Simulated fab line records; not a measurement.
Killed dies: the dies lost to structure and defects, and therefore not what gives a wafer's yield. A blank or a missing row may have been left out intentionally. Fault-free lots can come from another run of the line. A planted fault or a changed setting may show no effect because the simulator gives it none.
Problem report in the 8D (eight disciplines) form, filled by code -- flow n5-finfet -- the parts of the form that need people (team, actions taken, sign-off) are left out

1. THE ISSUE
Wafers without a fault read 15, standard deviation 6; killed_at_M4_up at N5_PASSIVATION_PROBE_49 reads a mean of 1106 on 6 wafers belonging to 2 lots. That is +99 or more standard deviations from the usual mean.
First observed at day 17 08:22: wafer L590.1, on prober-01. At this step, 6 wafers from 2 lots have a number in the record. By rule, "out" or "out of limits" means more than 4 standard deviations away from the usual mean. The other wafers with a number count as sound.

2. WHAT IT IS AND WHAT IT IS NOT
question,is,is not
which readings at this step,"killed_at_M4_up, defect-limited-yield, killed-dies, killed-on-rim, sort_bin_5_function, sort-n-pass, sort-yield-pct","killed_at_M0_to_M3, killed-at-contacts, killed-at-front-end, killed-at-other, killed-short, sort_bin_8_speed"
which lots,"L588, L590",-
which wafers of those lots,all that have a number,-
read on which tools,"prober-01, prober-02",-
when,from day 17 08:22,up to then (0 sound wafers)

3. SUSPECTS, AND WHAT RULES EACH OUT
Counting: a tool at a process step up to the reading stays a suspect if it ran every lot that is out and no sound lot after the first of them.
- rtp-anneal-01 at N5_BEOL_M13_ANNEAL_48 (time 90 s): kept. It ran every lot that is out, first L590 (day 16 03:26), and no sound lot after that.
- rie-diel-03 at N5_BEOL_M14_ETCH_67 (etches SiARC in CF4, target depth 143 nm, time 238.3 s): kept. It ran every lot that is out, first L590 (day 16 06:16), and no sound lot after that.
Remaining after the count are rtp-anneal-01 at N5_BEOL_M13_ANNEAL_48 and rie-diel-03 at N5_BEOL_M14_ETCH_67.

4. THE CAUSE (what the simulator had put in)
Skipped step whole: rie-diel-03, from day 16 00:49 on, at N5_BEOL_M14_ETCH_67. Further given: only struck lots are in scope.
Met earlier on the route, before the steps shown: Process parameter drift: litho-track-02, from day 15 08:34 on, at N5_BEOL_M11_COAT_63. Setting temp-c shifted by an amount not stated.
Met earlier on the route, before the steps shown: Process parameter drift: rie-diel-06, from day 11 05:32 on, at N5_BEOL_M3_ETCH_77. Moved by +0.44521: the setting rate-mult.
Counting leaves 2 suspects; this tool is one of them.

5. THE CHAIN OF EFFECTS, in route order
One row per reading whose mean, taken over the struck wafers that have a number, lies over 3 standard deviations from the usual. Scope: only readings with a usual standard deviation given in the record; hours: median across lots of the time from each lot's start at the first step in this table that gives one to its start at this step; sigmas: change in usual standard deviations.
hours,step,reading,usual,on struck wafers,change,sigmas
0,N5_PASSIVATION_PROBE_49,defect-limited-yield,91.5 %,0.0,-91.5,-65
0,N5_PASSIVATION_PROBE_49,killed_at_M4_up,15,1106,+1091,+99 or more
0,N5_PASSIVATION_PROBE_49,killed-dies,101,1180,+1079,+63
0,N5_PASSIVATION_PROBE_49,killed-on-rim,13,152,+139,+35
0,N5_PASSIVATION_PROBE_49,sort_bin_5_function,5.0 %,97.1,+92.1,+95
0,N5_PASSIVATION_PROBE_49,sort-n-pass,1079,0,-1079,-63
0,N5_PASSIVATION_PROBE_49,sort-yield-pct,91.4 %,0.0,-91.4,-65
Its process steps:
- N5_PASSIVATION_PROBE_49
Readings that are blank on the struck wafers while sound wafers have them: bias-w at N5_BEOL_M14_ETCH_67; cf4-flow-sccm at N5_BEOL_M14_ETCH_67; drypump-motor-current-A at N5_BEOL_M14_ETCH_67; etch-rf-on-time-s at N5_BEOL_M14_ETCH_67; oes-product-au at N5_BEOL_M14_ETCH_67; rf-vpp-V at N5_BEOL_M14_ETCH_67; showerhead-plenum-p-Torr at N5_BEOL_M14_ETCH_67; throttle-valve-pct at N5_BEOL_M14_ETCH_67; and 1 more.

6. HOW IT WOULD HAVE BEEN CAUGHT EARLIER
32 hours passed between the start of the fault at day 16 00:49 and the first reading out of limits in this record, taken at day 17 08:22.
Between N5_BEOL_M14_ETCH_67 and N5_PASSIVATION_PROBE_49, N5_BEOL_M14_OCD_MEAS_35 gave no trench-depth-nm on the struck wafers, where sound wafers have one: a measuring or inspecting step that comes back empty is itself a sign.
At N5_BEOL_M14_ETCH_67 the tool's readings are blank on the struck wafers, where sound wafers have them: an empty tool record is the first sign, and it was there at once.
By day 17 08:22, every lot that is out (2) had started N5_BEOL_M14_ETCH_67 on rie-diel-03. A hold on the tool at that time would have spared none of them.
